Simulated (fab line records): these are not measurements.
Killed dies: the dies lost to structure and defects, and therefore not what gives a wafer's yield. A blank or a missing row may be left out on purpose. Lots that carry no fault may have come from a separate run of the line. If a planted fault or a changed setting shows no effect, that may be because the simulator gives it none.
A struck lot beside a sound one / flow n5 finfet / 35 steps out of a route of 1938
Sound: the wafers L683.1, L683.2, L683.4. Struck: wafer L676.6 (left out: L676.2, a lot-mate that was not struck); the cause follows at the end.
Order at every step that has rows: each side's tool, ch and its chambers, its first start. Under that, the readings that differ: sound wafers / struck wafers / difference of the means / sigmas: that difference in standard deviations of wafers without a fault.
alike: same words and numbers on both sides, and readings whose means sit less than 2 such deviations apart. not compared: any withheld reading, any reading some wafer has no value for, any bound like >300 that may hide the same value, and any number with overlapping values for which the record gives no deviation.
Wherever a step has rows on one side only, a row that says differs or no value, or a row with sigmas, the two part there. Non-overlapping numbers with no deviation appear without sigmas and do not part them. Lack of a reading on every wafer of one side parts them only where that side has two or more wafers.

first, 10 steps without rows for these wafers: N5_BEOL_M8_TRENCH_ETCH_37 (etches SiCOH lowk in C4F6/O2, target depth 93.478 nm, time 31.2 s); N5_BEOL_M8_ETCH_41 (etches SiCN in CH3F/O2, target depth 31.9 nm, time 57.8 s); N5_BEOL_M8_STRIP_80 (strips in N2/H2, time 10 s); N5_BEOL_M8_HM_STRIP_39 (strips TiN in peroxide tin strip, target depth 25 nm, time 158 s); N5_BEOL_M8_SRD_40 (time 30 s); N5_BEOL_M8_PRECLEAN_42 (cleans in residue remover, time 60 s); N5_BEOL_M8_SRD_43 (time 30 s); N5_BEOL_M8_CURE_75 (cures SiCOH lowk, time 120 s); N5_BEOL_M8_DEGAS_44 (time 60 s); N5_BEOL_M8_PRE_CLEAN_45 (time 30 s).
N5_BEOL_M8_ALD_77: deposits TaN, target thk 2 nm, pulse time 2 s, purge time 3 s.
  sound on ald metal-04 ch 0,2,3, day 14 08:01; struck on ald metal-02 ch 2, day 12 16:01
reading=ald cycles; sound=40 40 40; struck=77; difference=+37; sigmas=
reading=model.TaN_of_BEOL_M8_ALD_77.thk nm (nm); sound=2 2 2; struck=3.8; difference=+1.8; sigmas=
  alike: heater power w, susceptor temp C
then, 5 steps without rows for these wafers: N5_BEOL_M8_SURFACE_TREAT_79; N5_BEOL_M8_CVD_78 (deposits Co from CCTBA/H2, target thk 2 nm, time 142.3 s); N5_BEOL_M8_SPUTTER_48 (material Cu, target thk 10 nm, time 1.667 s); N5_BEOL_M8_ECD_50 (material Cu, target thk 300 nm); N5_BEOL_M8_ANNEAL_51 (time 90 s).
N5_BEOL_M8_CMP_52: polishes, stops on SiCOH lowk, t overpolish 6.9 s, target thk 80 nm.
  sound on cmp-03 ch 0,2,3, day 14 09:20; struck on cmp-02 ch 3, day 12 17:37
reading=barrier field endpoint s (s); sound=27.5 29.7 28.8; struck=32.2; difference=+3.5; sigmas=+5
  alike: motor current A, platen rpm
then, 16 steps without rows for these wafers: N5_BEOL_M8_PRE_CLEAN_55 (time 15 s); N5_BEOL_M8_DEP_56 (deposits SiCN from 3MS/NH3, target thk 10 nm, time 17.5 s); N5_BEOL_M9_ILD_DEP_00 (deposits SiCOH lowk from DEMS/porogen, target thk 308.51 nm, time 58 s); N5_BEOL_M9_CURE_71 (cures SiCOH lowk, time 240 s); N5_BEOL_M9_PECVD_70 (deposits SiO2 from TEOS/O2, target thk 20 nm, time 22.7 s); N5_BEOL_M9_HM_DEP_02 (deposits TiN, target thk 20 nm); N5_BEOL_M9_COAT_59 (time 60 s, resist thk 100 nm); N5_BEOL_M9_COAT_60 (time 60 s, resist thk 30 nm); N5_BEOL_M9_COAT_05 (resist thk 90 nm); N5_BEOL_M9_EBR_07; N5_BEOL_M9_SOFTBAKE_06 (time 60 s); N5_BEOL_M9_EXPOSE_08 (exposes mask M9); N5_BEOL_M9_PEB_09 (peb time 60 s); N5_BEOL_M9_DEVELOP_10 (develop time 30 s); N5_BEOL_M9_DESCUM_16 (chemistry O2, time 7.9 s); N5_BEOL_M9_ETCH_61 (etches SiARC in CF4, target depth 39 nm, time 65 s).
-- the record jumps here: 2 days lie between the struck wafers' starts before and after (it left off in module BEOL_M9 and takes up again in module BEOL_M15, whose first step shown is number 1830 of the route) --
N5_BEOL_M15_RC_MEAS_101:
  sound on prober-02 ch 0, day 16 16:14; struck on prober-02 ch 0, day 14 18:55
reading=COMB_M13 (S/m); sound=6.6e-12 8.9e-12 8.2e-12; struck=5.4e-12; difference=-2.5e-12; sigmas=-2
reading=SERP_M12 (ohm/um); sound=0.645 0.650 0.649; struck=0.607; difference=-0.041; sigmas=-3
reading=SERP_M8 (ohm/um); sound=13.5 13.0 13.0; struck=17.4; difference=+4.2; sigmas=+8
reading=SERP_M8_max_site (ohm/um); sound=14.2 14.4 13.6; struck=17.7; difference=+3.6; sigmas=+6
  alike: COMB_M10, COMB_M11, COMB_M12, COMB_M14, COMB_M15, COMB_M5, COMB_M6, COMB_M7, COMB_M8, COMB_M9, SERP_M10, SERP_M11, SERP_M13, SERP_M14, SERP_M5, SERP_M6, SERP_M7, SERP_M9
N5_PASSIVATION_PROBE_49:
  sound on prober-01, day 17 11:10; struck on prober-01, day 15 16:52
  alike: defect limited yield, killed_at_M0_to_M3, killed_at_M4_up, killed at contacts, killed at front end, killed at other, killed dies, killed open, killed short, sort_bin_5_function, sort_bin_6_memory, sort n pass, sort yield pct
  not compared: sort_bin_8_speed

== WHERE THEY PART ==
Earliest at N5_BEOL_M8_CMP_52; latest, in this record, at N5_BEOL_M15_RC_MEAS_101. Later steps at which nothing parts them and some readings are alike: N5_PASSIVATION_PROBE_49.

WHY: what had been put in by the simulator
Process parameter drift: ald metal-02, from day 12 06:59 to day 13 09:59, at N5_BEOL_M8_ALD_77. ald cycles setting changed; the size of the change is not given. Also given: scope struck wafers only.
